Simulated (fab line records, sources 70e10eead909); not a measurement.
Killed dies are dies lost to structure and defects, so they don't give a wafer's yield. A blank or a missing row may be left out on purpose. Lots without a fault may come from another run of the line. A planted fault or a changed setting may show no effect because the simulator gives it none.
A struck lot beside a sound one | flow nand_harc | 36 steps out of a route of 1302
Sound: wafers L462.3, L462.5, L462.6. Struck: wafers L471.3, L471.5, L471.6. The cause comes at the end.
At each step with rows: each side's tool, then ch and its chambers, then its first start. Under that, the readings that differ: sound wafers | struck wafers | difference of the means | sigmas: that difference in standard deviations of wafers without a fault.
alike: readings whose means differ by less than 2 such deviations, and words and numbers that are the same on both sides. not compared: withheld readings, readings that some wafer has no value for, bounds like >300 that may hide the same value, and numbers for which the record gives no deviation and whose values overlap.
The two part at a step that has a row with sigmas, a row that says differs or no value, or rows on one side only. Numbers that don't overlap but have no deviation are shown without sigmas and don't part them. A reading that every wafer of one side lacks parts them only if that side has two wafers or more.

first, 10 steps without rows for these wafers: NHARC_A_WL_FILL_ALD_10 (deposits SiO2, target thk 50 nm, pulse time 10 s, ald cycles 500); NHARC_A_WL_FILL_ETCHBACK_16 (etches the open film in C4F8/O2/Ar, target depth 120 nm, time 24 s); NHARC_A_WL_FILL_STRIP_29 (strips in O2, time 20 s); NHARC_A_WL_FILL_ETCHBACK_17 (etches the open film in Cl2/BCl3, target depth 4 nm, time 26.7 s); NHARC_A_WL_FILL_PRECLEAN_18 (cleans in dHF, time 30 s); NHARC_A_WL_FILL_SRD_21; NHARC_A_WL_FILL_CVD_23 (deposits poly-Si, target thk 40 nm, time 800 s); NHARC_A_WL_FILL_ETCHBACK_26 (etches the open film in HBr, target depth 52 nm, time 13.3 s); NHARC_A_WL_FILL_PRECLEAN_30 (cleans in dHF, time 10 s); NHARC_A_WL_FILL_SRD_14.
NHARC_A_WL_FILL_ALD_19: deposits TiN, target thk 2 nm, pulse time 3 s, ald cycles 100.
  sound on ald_metal-03 ch 0,1, day 21 15:13; struck on ald_metal-01 ch 0,1,3, day 25 15:29
  reading            | sound          | struck      | difference | sigmas
  heater_power_w (W) | 1171 1144 1216 | 954 972 963 | -214       | -2
  alike: precursor_pulse_height_rel
NHARC_A_WL_FILL_CVD_20: deposits W, target thk 100 nm, time 74 s.
  sound on cvd_w-01 ch 0,1, day 21 15:29; struck on cvd_w-02 ch 0,1, day 25 15:42
  alike: chamber_pressure_Torr, heater_power_w, throttle_valve_pct
NHARC_A_WL_FILL_CMP_12: polishes, t overpolish 30 s, target thk 100 nm.
  sound on cmp-02 ch 1,2, day 21 15:38; struck on cmp-03 ch 1,2,3, day 25 15:53
  alike: motor_current_A, overpolish_run_s, time_to_endpoint_s
then, 2 steps without rows for these wafers: NHARC_A_WL_FILL_SRD_31; NHARC_A_CONTACT_DEP_24 (deposits SiO2, target thk 500 nm).
NHARC_A_CONTACT_DEP_28: deposits aC, target thk 7000 nm.
  sound on acl_dep-03 ch 0, day 21 19:21; struck on acl_dep-03 ch 0, day 25 18:22
  alike: throttle_valve_pct
then, 11 steps without rows for these wafers: NHARC_A_CONTACT_DEP_29 (deposits SiON, target thk 100 nm); NHARC_A_CONTACT_DEHYDRATE_32 (time 120 s); NHARC_A_CONTACT_HMDS_33 (time 30 s); NHARC_A_CONTACT_COAT_34 (time 75 s); NHARC_A_CONTACT_COAT_35 (time 65 s); NHARC_A_CONTACT_COAT_36 (resist thk 90 nm); NHARC_A_CONTACT_SOFTBAKE_37 (time 55 s); NHARC_A_CONTACT_EBR_38; NHARC_A_CONTACT_EXPOSE_39 (exposes mask A CC 3); NHARC_A_CONTACT_PEB_40 (peb time 65 s); NHARC_A_CONTACT_DEVELOP_41 (develop time 35 s).
NHARC_A_CONTACT_CD_MEAS_42: target cd 300 nm.
  sound on cd_sem-01 ch 0, day 21 22:52; struck on cd_sem-01 ch 0, day 25 21:57
  reading    | sound             | struck            | difference | sigmas
  cd_nm (nm) | 299.4 299.5 299.7 | 299.9 301.1 300.9 | +1.1       | +2
NHARC_A_CONTACT_OVL_MEAS_43:
  sound on overlay-01, day 21 22:57; struck on overlay-01, day 25 22:02
  alike: overlay_x_nm, overlay_y_nm
NHARC_A_CONTACT_DESCUM_47: chemistry O2, time 3 s.
  sound on rie_diel-11 ch 0,3, day 21 23:04; struck on rie_diel-07 ch 0,2,3, day 25 22:09
  alike: drypump_motor_current_A, oes_product_au, rf_vpp_V, showerhead_plenum_p_Torr, throttle_valve_pct
  not compared: rf_hours_counter_h
then, 2 steps without rows for these wafers: NHARC_A_CONTACT_ETCH_48 (etches the open film in CF4, target depth 39 nm, time 65 s); NHARC_A_CONTACT_ETCH_49 (etches the open film in N2/H2, target depth 260 nm, time 475.3 s).
NHARC_A_CONTACT_ETCH_50: etches the open film in CF4/CHF3, target depth 121 nm, time 60.5 s.
  sound on rie_diel-11 ch 0,2,3; struck on rie_diel-07 ch 1,2
  reading               | sound             | struck            | difference | sigmas
  oes_product_au (a.u.) | 0.925 0.933 0.922 | 0.987 0.993 0.973 | +0.058     | +3
  alike: drypump_motor_current_A, rf_vpp_V, showerhead_plenum_p_Torr, throttle_valve_pct
  not compared: rf_hours_counter_h
then, 2 steps without rows for these wafers: NHARC_A_CONTACT_ETCH_51 (etches the open film in O2/COS, target depth 7000 nm, time 1820 s); NHARC_A_CONTACT_ETCH_111 (etches the open film in C4F8/O2/Ar, time 140 s, target depth 700 nm).
-- the record jumps here: 3 days lie between the struck wafers' starts before and after (it left off in module A_CONTACT and takes up again in module END, whose first step shown is number 1302 of the route) --
NHARC_END_SORT_01:
  the record has rows for the struck wafers here (prober-02 ch 0, day 28 17:42) and none for the sound ones

WHERE THEY PART
First at NHARC_A_WL_FILL_ALD_19; last, within this record, at NHARC_END_SORT_01.

WHY: what the simulator had put in
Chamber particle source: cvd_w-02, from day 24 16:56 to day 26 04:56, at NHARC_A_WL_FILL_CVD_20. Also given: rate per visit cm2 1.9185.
